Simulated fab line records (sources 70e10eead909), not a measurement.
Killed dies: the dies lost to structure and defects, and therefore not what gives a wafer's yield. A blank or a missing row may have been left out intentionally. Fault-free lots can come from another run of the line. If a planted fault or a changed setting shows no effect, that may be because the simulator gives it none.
Which tool is to blame? :: flow nand-harc :: 23 lots, 69 wafers sampled, at 1 step of a route of 1302

## WHAT THE GAUGES READ, wafer by wafer
NHARC_A_ONON_D2_THK_MEAS_34: measures by ellipsometry.
lot: L074
measured: day 13 06:01
on: film-metro-01
thk-nm (nm): 197.4 201.7 200.2

lot: L076
measured: day 13 14:24
on: film-metro-02
thk-nm (nm): 197.2 199.5 200.2

lot: L075
measured: day 13 14:29
on: film-metro-02
thk-nm (nm): 199.3 204.8 200.5

lot: L078
measured: day 14 12:20
on: film-metro-02
thk-nm (nm): 199.8 200.0 200.6

lot: L077
measured: day 14 12:26
on: film-metro-02
thk-nm (nm): 200.6 200.8 197.6

lot: L079
measured: day 15 00:28
on: film-metro-01
thk-nm (nm): 193.6 197.4 200.7

lot: L080
measured: day 15 00:42
on: film-metro-02
thk-nm (nm): 199.2 204.9 201.6

lot: L082
measured: day 16 03:22
on: film-metro-01
thk-nm (nm): 199.3 200.3 204.0

lot: L081
measured: day 16 03:23
on: film-metro-02
thk-nm (nm): 199.4 198.2 203.4

lot: L083
measured: day 16 14:37
on: film-metro-01
thk-nm (nm): 196.6 201.6 203.0

lot: L084
measured: day 17 04:58
on: film-metro-01
thk-nm (nm): 197.6 195.5 196.5

lot: L085
measured: day 17 05:08
on: film-metro-02
thk-nm (nm): 197.1 196.8 201.8

lot: L086
measured: day 17 16:07
on: film-metro-01
thk-nm (nm): 197.2 199.9 201.4

lot: L088
measured: day 19 03:45
on: film-metro-02
thk-nm (nm): 194.4 199.9 200.5

lot: L089
measured: day 19 03:46
on: film-metro-01
thk-nm (nm): 199.0 197.7 198.3

lot: L090
measured: day 19 15:49
on: film-metro-01
thk-nm (nm): 196.2 200.7 201.8

lot: L092
measured: day 20 09:08
on: film-metro-01
thk-nm (nm): 196.7 198.0 200.4

lot: L091
measured: day 20 09:11
on: film-metro-02
thk-nm (nm): 193.9 197.0 198.9

lot: L093
measured: day 20 14:54
on: film-metro-01
thk-nm (nm): 199.9 201.0 198.1

lot: L094
measured: day 21 14:16
on: film-metro-01
thk-nm (nm): 195.6 198.8 201.5

lot: L095
measured: day 21 21:19
on: film-metro-02
thk-nm (nm): 200.1 203.4 201.8

lot: L097
measured: day 22 20:24
on: film-metro-01
thk-nm (nm): 197.5 197.6 198.9

lot: L096
measured: day 22 20:28
on: film-metro-02
thk-nm (nm): 199.3 199.4 201.2

## EACH LOT AND THE TOOL THAT RAN IT (in order: tool; ch and the chambers of the sampled wafers; start)
The record holds no process step before these readings.

## WHAT THE TOOLS THEMSELVES READ (means of the sampled wafers that have a number; where no wafer has one, the mark that the record gives instead)
The record holds no such reading with a usual standard deviation.

## THE ANSWER, worked out from the rows above alone
Rule: usual is defined by the lots themselves. Put in order of their means at a reading, lots are off if they are a third of the lots or fewer, leave a main group of 4 or more, and stand apart from it by a gap of 3 or more times the standard deviation of the main group's means; of several such gaps the widest counts. A main group whose means are all the same, to the digits that the tables above print for the reading, isn't used. Also off: a lot with no number at a reading for which 4 or more lots have one. Any other lot the step has rows for is counted as sound. After the gauges, taken in route order, come the tools' own readings; for these a lot's mean is taken, as printed above. The first step at which some lot is off is used, and at that step the reading that is off furthest; a lot without a number counts as furthest.
No lot is off at any reading shown: from this, nothing can be told.

## WHAT WAS PUT IN BY THE SIMULATOR
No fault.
